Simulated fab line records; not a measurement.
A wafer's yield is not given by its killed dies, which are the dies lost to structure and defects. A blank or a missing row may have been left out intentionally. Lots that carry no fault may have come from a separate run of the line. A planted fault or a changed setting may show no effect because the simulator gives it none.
What tool caused it? / flow nand harc / Sampling: 12 lots, 36 wafers, 6 of 1159 route steps

## WHAT THE GAUGES READ, wafer by wafer
NHARC_P_M1_CD_MEAS_09: the cd target is 130 nm. Usual: cd nm at 130.0 nm, with a standard deviation of 0.54.
lot=L995; measured=day 6 01:34; on=cd sem-02; cd nm (nm)=130.2 129.2 130.0; flag=
lot=L994; measured=day 6 01:43; on=cd sem-03; cd nm (nm)=130.6 130.8 129.6; flag=
lot=L996; measured=day 6 18:48; on=cd sem-01; cd nm (nm)=130.0 130.7 129.5; flag=
lot=L998; measured=day 7 05:10; on=cd sem-03; cd nm (nm)=129.1 129.4 129.2; flag=
lot=L999; measured=day 7 06:01; on=cd sem-02; cd nm (nm)=130.6 130.6 130.1; flag=
lot=L102; measured=day 8 04:26; on=cd sem-03; cd nm (nm)=129.0 129.3 129.4; flag=
lot=L103; measured=day 8 05:04; on=cd sem-03; cd nm (nm)=129.3 130.0 130.7; flag=
lot=L105; measured=day 8 13:55; on=cd sem-03; cd nm (nm)=129.7 129.7 130.6; flag=
lot=L106; measured=day 9 00:38; on=cd sem-03; cd nm (nm)=129.7 130.4 130.4; flag=
lot=L111; measured=day 10 03:46; on=cd sem-02; cd nm (nm)=130.0 129.7 130.1; flag=
lot=L116; measured=day 11 13:45; on=cd sem-02; cd nm (nm)=130.5 129.4 129.5; flag=
lot=L117; measured=day 11 21:37; on=cd sem-01; cd nm (nm)=129.9 130.8 130.5; flag=

NHARC_P_M1_INSPECT_11. Usual: raw defect count at 4.3, with a standard deviation of 2.6.
lot=L995; measured=day 6 01:41; on=defect inspect-01; raw defect count=6 4 7; flag=
lot=L994; measured=day 6 01:50; on=defect inspect-01; raw defect count=7 3 3; flag=
lot=L996; measured=day 6 18:56; on=defect inspect-01; raw defect count=4 6 6; flag=
lot=L998; measured=day 7 05:18; on=defect inspect-02; raw defect count=5 2 3; flag=
lot=L999; measured=day 7 06:09; on=defect inspect-02; raw defect count=4 1 0; flag=
lot=L102; measured=day 8 04:34; on=defect inspect-02; raw defect count=2 3 4; flag=
lot=L103; measured=day 8 05:11; on=defect inspect-02; raw defect count=1 1 4; flag=
lot=L105; measured=day 8 14:03; on=defect inspect-01; raw defect count=4 3 3; flag=
lot=L106; measured=day 9 00:45; on=defect inspect-01; raw defect count=2 7 4; flag=
lot=L111; measured=day 10 03:53; on=defect inspect-01; raw defect count=3 4 4; flag=
lot=L116; measured=day 11 13:52; on=defect inspect-01; raw defect count=361 3 2; flag=OFF
lot=L117; measured=day 11 21:44; on=defect inspect-02; raw defect count=390 2 351; flag=OFF

NHARC_END_SORT_01. Usual: defect limited yield 95.4 %, standard deviation 1.5; killed at array 27, standard deviation 9.9; killed at other 0.6, standard deviation 0.84; killed at periphery 3.7, standard deviation 2.5; killed dies 31, standard deviation 9.9; killed open 3.0, standard deviation 1.6; killed short 1.9, standard deviation 1.2; sort_bin_2_pct 1.5 %, standard deviation 0.6; sort_bin_3_pct 0.26 %, standard deviation 0.21; sort_bin_4_pct 2.9 %, standard deviation 0.98; sort n pass 646, standard deviation 9.9; sort rim yield pct 96.3 %, standard deviation 2.4; sort yield pct 95.4 %, standard deviation 1.5.
lot=L103; measured=day 22 05:56; on=prober-02; defect limited yield (%)=96.9 96.9 95.9; killed at array=15 15 15; killed at other=0 1 1; killed at periphery=6 5 12; killed dies=21 21 28; killed open=5 2 4; killed short=3 3 2; sort_bin_2_pct (%)=0.4 1.0 1.5; sort_bin_3_pct (%)=0 0.15 0.30; sort_bin_4_pct (%)=2.7 1.9 2.4; sort n pass=656 656 649; sort rim yield pct (%)=96.2 99.1 98.1; sort yield pct (%)=96.9 96.9 95.9; flag=
lot=L105; measured=day 21 23:14; on=prober-01; defect limited yield (%)=93.6 93.5 94.2; killed at array=35 38 35; killed at other=1 2 0; killed at periphery=7 4 4; killed dies=43 44 39; killed open=5 6 6; killed short=1 4 2; sort_bin_2_pct (%)=1.8 1.6 1.8; sort_bin_3_pct (%)=0.15 0.74 0.44; sort_bin_4_pct (%)=4.4 4.1 3.5; sort n pass=634 633 638; sort rim yield pct (%)=96.2 96.2 96.2; sort yield pct (%)=93.6 93.5 94.2; flag=
lot=L116; measured=day 24 07:07; on=prober-02; defect limited yield (%)=56.4 94.2 93.9; killed at array=30 36 36; killed at other=0 0 0; killed at periphery=265 3 5; killed dies=295 39 41; killed open=2 4 4; killed short=2 0 3; sort_bin_2_pct (%)=12.7 1.0 1.2; sort_bin_3_pct (%)=2.95 0.44 0.44; sort_bin_4_pct (%)=27.9 4.3 4.4; sort n pass=382 638 636; sort rim yield pct (%)=60.4 94.3 96.2; sort yield pct (%)=56.4 94.2 93.9; flag=OFF
lot=L117; measured=day 24 22:37; on=prober-01; defect limited yield (%)=57.8 97.0 60.4; killed at array=15 19 12; killed at other=0 0 0; killed at periphery=271 1 256; killed dies=286 20 268; killed open=2 1 2; killed short=1 1 1; sort_bin_2_pct (%)=14.3 0.4 12.6; sort_bin_3_pct (%)=2.51 0 3.10; sort_bin_4_pct (%)=25.4 2.5 23.9; sort n pass=391 657 409; sort rim yield pct (%)=50.0 99.1 58.5; sort yield pct (%)=57.8 97.0 60.4; flag=OFF

## WHICH TOOL RAN EACH LOT (tool, then ch and the chambers of the sampled wafers, then the start)
lot=L995; NHARC_P_M0_PVD_20=pvd sputter-02, day 5 23:23 or earlier; NHARC_P_M0_PVD_21=pvd sputter-02, day 5 23:23 or earlier; NHARC_P_M0_CMP_23=cmp-03 ch 1,2,3, day 5 23:23
lot=L994; NHARC_P_M0_PVD_20=pvd sputter-01, day 5 23:43 or earlier; NHARC_P_M0_PVD_21=pvd sputter-01, day 5 23:43 or earlier; NHARC_P_M0_CMP_23=cmp-01 ch 1,2, day 5 23:43
lot=L996; NHARC_P_M0_PVD_20=pvd sputter-01, day 6 16:55 or earlier; NHARC_P_M0_PVD_21=pvd sputter-01, day 6 16:55 or earlier; NHARC_P_M0_CMP_23=cmp-01 ch 1,2,3, day 6 16:55
lot=L998; NHARC_P_M0_PVD_20=pvd sputter-02, day 7 03:18 or earlier; NHARC_P_M0_PVD_21=pvd sputter-02, day 7 03:18 or earlier; NHARC_P_M0_CMP_23=cmp-03 ch 0,2, day 7 03:18
lot=L999; NHARC_P_M0_PVD_20=pvd sputter-03, day 7 04:20 or earlier; NHARC_P_M0_PVD_21=pvd sputter-03, day 7 04:20 or earlier; NHARC_P_M0_CMP_23=cmp-03 ch 1,2,3, day 7 04:20
lot=L102; NHARC_P_M0_PVD_20=pvd sputter-03, day 8 02:31 or earlier; NHARC_P_M0_PVD_21=pvd sputter-03, day 8 02:31 or earlier; NHARC_P_M0_CMP_23=cmp-01 ch 1,2,3, day 8 02:31
lot=L103; NHARC_P_M0_PVD_20=pvd sputter-03, day 8 03:08 or earlier; NHARC_P_M0_PVD_21=pvd sputter-03, day 8 03:08 or earlier; NHARC_P_M0_CMP_23=cmp-01 ch 1,2, day 8 03:08
lot=L105; NHARC_P_M0_PVD_20=pvd sputter-01, day 8 11:55 or earlier; NHARC_P_M0_PVD_21=pvd sputter-01, day 8 11:55 or earlier; NHARC_P_M0_CMP_23=cmp-03 ch 0,2,3, day 8 11:55
lot=L106; NHARC_P_M0_PVD_20=pvd sputter-02, day 8 22:44 or earlier; NHARC_P_M0_PVD_21=pvd sputter-02, day 8 22:44 or earlier; NHARC_P_M0_CMP_23=cmp-01 ch 2,3, day 8 22:44
lot=L111; NHARC_P_M0_PVD_20=pvd sputter-03, day 10 01:56 or earlier; NHARC_P_M0_PVD_21=pvd sputter-03, day 10 01:56 or earlier; NHARC_P_M0_CMP_23=cmp-02 ch 0,2, day 10 01:56
lot=L116; NHARC_P_M0_PVD_20=pvd sputter-02, day 11 11:37 or earlier; NHARC_P_M0_PVD_21=pvd sputter-02, day 11 11:37 or earlier; NHARC_P_M0_CMP_23=cmp-03 ch 0,2, day 11 11:37
lot=L117; NHARC_P_M0_PVD_20=pvd sputter-01, day 11 19:36 or earlier; NHARC_P_M0_PVD_21=pvd sputter-01, day 11 19:36 or earlier; NHARC_P_M0_CMP_23=cmp-03 ch 0,2, day 11 19:36
- NHARC_P_M0_PVD_20: deposits TaN, target thk 5 nm, time 8.06 s.
- NHARC_P_M0_PVD_21: deposits Cu, target thk 30 nm, time 20.49 s.
- NHARC_P_M0_CMP_23: polishes, t overpolish 20 s, target thk 117.53 nm.

## WHAT THE TOOLS THEMSELVES READ (means of the sampled wafers that have a number; where no wafer has one, the mark that the record gives instead)
NHARC_P_M0_PVD_20. Usual: bias v 168.6 V, standard deviation 1.7; throttle valve pct 30.2 %, standard deviation 1.
lot=L995; tool=pvd sputter-02; bias v (V)=170.5; throttle valve pct (%)=30.0; flag=
lot=L994; tool=pvd sputter-01; bias v (V)=166.5; throttle valve pct (%)=30.5; flag=
lot=L996; tool=pvd sputter-01; bias v (V)=168.2; throttle valve pct (%)=31.1; flag=
lot=L998; tool=pvd sputter-02; bias v (V)=167.9; throttle valve pct (%)=30.0; flag=
lot=L999; tool=pvd sputter-03; bias v (V)=170.1; throttle valve pct (%)=28.6; flag=
lot=L102; tool=pvd sputter-03; bias v (V)=167.8; throttle valve pct (%)=30.3; flag=
lot=L103; tool=pvd sputter-03; bias v (V)=169.1; throttle valve pct (%)=29.5; flag=
lot=L105; tool=pvd sputter-01; bias v (V)=167.6; throttle valve pct (%)=31.4; flag=
lot=L106; tool=pvd sputter-02; bias v (V)=167.9; throttle valve pct (%)=30.0; flag=
lot=L111; tool=pvd sputter-03; bias v (V)=168.4; throttle valve pct (%)=30.3; flag=
lot=L116; tool=pvd sputter-02; bias v (V)=166.3; throttle valve pct (%)=30.0; flag=
lot=L117; tool=pvd sputter-01; bias v (V)=169.0; throttle valve pct (%)=31.2; flag=

NHARC_P_M0_PVD_21. Usual: throttle valve pct at 30.2 %, with a standard deviation of 1.
lot=L995; tool=pvd sputter-02; throttle valve pct (%)=30.2; flag=
lot=L994; tool=pvd sputter-01; throttle valve pct (%)=30.4; flag=
lot=L996; tool=pvd sputter-01; throttle valve pct (%)=31.1; flag=
lot=L998; tool=pvd sputter-02; throttle valve pct (%)=30.0; flag=
lot=L999; tool=pvd sputter-03; throttle valve pct (%)=28.3; flag=
lot=L102; tool=pvd sputter-03; throttle valve pct (%)=28.6; flag=
lot=L103; tool=pvd sputter-03; throttle valve pct (%)=30.2; flag=
lot=L105; tool=pvd sputter-01; throttle valve pct (%)=31.1; flag=
lot=L106; tool=pvd sputter-02; throttle valve pct (%)=30.3; flag=
lot=L111; tool=pvd sputter-03; throttle valve pct (%)=30.3; flag=
lot=L116; tool=pvd sputter-02; throttle valve pct (%)=30.4; flag=
lot=L117; tool=pvd sputter-01; throttle valve pct (%)=30.6; flag=

NHARC_P_M0_CMP_23. Usual: motor current A 12.1 A, standard deviation 1.2; slurry filter dp kPa 13.52 kPa, standard deviation 0.14; time to endpoint s 28.0 s, standard deviation 2.9.
lot=L995; tool=cmp-03; motor current A (A)=12.2; slurry filter dp kPa (kPa)=13.54; time to endpoint s (s)=27.4; flag=
lot=L994; tool=cmp-01; motor current A (A)=12.5; slurry filter dp kPa (kPa)=13.59; time to endpoint s (s)=26.7; flag=
lot=L996; tool=cmp-01; motor current A (A)=12.2; slurry filter dp kPa (kPa)=13.56; time to endpoint s (s)=26.2; flag=
lot=L998; tool=cmp-03; motor current A (A)=11.0; slurry filter dp kPa (kPa)=13.36; time to endpoint s (s)=25.6; flag=
lot=L999; tool=cmp-03; motor current A (A)=12.1; slurry filter dp kPa (kPa)=13.57; time to endpoint s (s)=26.2; flag=
lot=L102; tool=cmp-01; motor current A (A)=11.6; slurry filter dp kPa (kPa)=13.62; time to endpoint s (s)=27.7; flag=
lot=L103; tool=cmp-01; motor current A (A)=12.0; slurry filter dp kPa (kPa)=13.49; time to endpoint s (s)=26.3; flag=
lot=L105; tool=cmp-03; motor current A (A)=11.6; slurry filter dp kPa (kPa)=13.60; time to endpoint s (s)=26.6; flag=
lot=L106; tool=cmp-01; motor current A (A)=12.4; slurry filter dp kPa (kPa)=13.50; time to endpoint s (s)=29.0; flag=
lot=L111; tool=cmp-02; motor current A (A)=13.2; slurry filter dp kPa (kPa)=13.49; time to endpoint s (s)=29.8; flag=
lot=L116; tool=cmp-03; motor current A (A)=11.7; slurry filter dp kPa (kPa)=13.54; time to endpoint s (s)=29.3; flag=
lot=L117; tool=cmp-03; motor current A (A)=11.2; slurry filter dp kPa (kPa)=13.60; time to endpoint s (s)=24.8; flag=

## THE ANSWER, worked out from the rows above alone
Rule: a lot counts as off when the mean over its wafers that have a number is more than 3 standard deviations away from the usual mean. Also off: a lot with no number at a reading for which 4 or more lots have one. Any other lot the step has rows for is counted as sound. The gauges are gone through in route order, then the tools' own readings, and for those a lot's mean is taken as printed above. The first step at which some lot is off is used, and at that step the reading that is off furthest; a lot without a number counts as furthest.
Off at NHARC_P_M1_INSPECT_11 (raw defect count): L116, L117.
If a tool, at a process step before that reading, ran all the lots that are off and no sound lot after the first of them, it fits. Not tried: the gauges at NHARC_P_M1_INSPECT_11; whatever is off there is also off at NHARC_END_SORT_01, on other tools, and gauge error can't account for it. NHARC_P_M0_PVD_20 gives no start for some lots, so the hours and the order of its lots are those of NHARC_P_M0_CMP_23. NHARC_P_M0_PVD_21 gives no start for some lots, so the hours and the order of its lots are those of NHARC_P_M0_CMP_23. One candidate fits, namely cmp-03 at NHARC_P_M0_CMP_23. Its last sound lot is L105 (day 8 11:55), its first lot that is off L116 (day 11 11:37): a fault that began between those two fits.

## WHAT WAS PUT IN BY THE SIMULATOR
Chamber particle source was cmp-03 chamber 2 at NHARC_P_M0_CMP_23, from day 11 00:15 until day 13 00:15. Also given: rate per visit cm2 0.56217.
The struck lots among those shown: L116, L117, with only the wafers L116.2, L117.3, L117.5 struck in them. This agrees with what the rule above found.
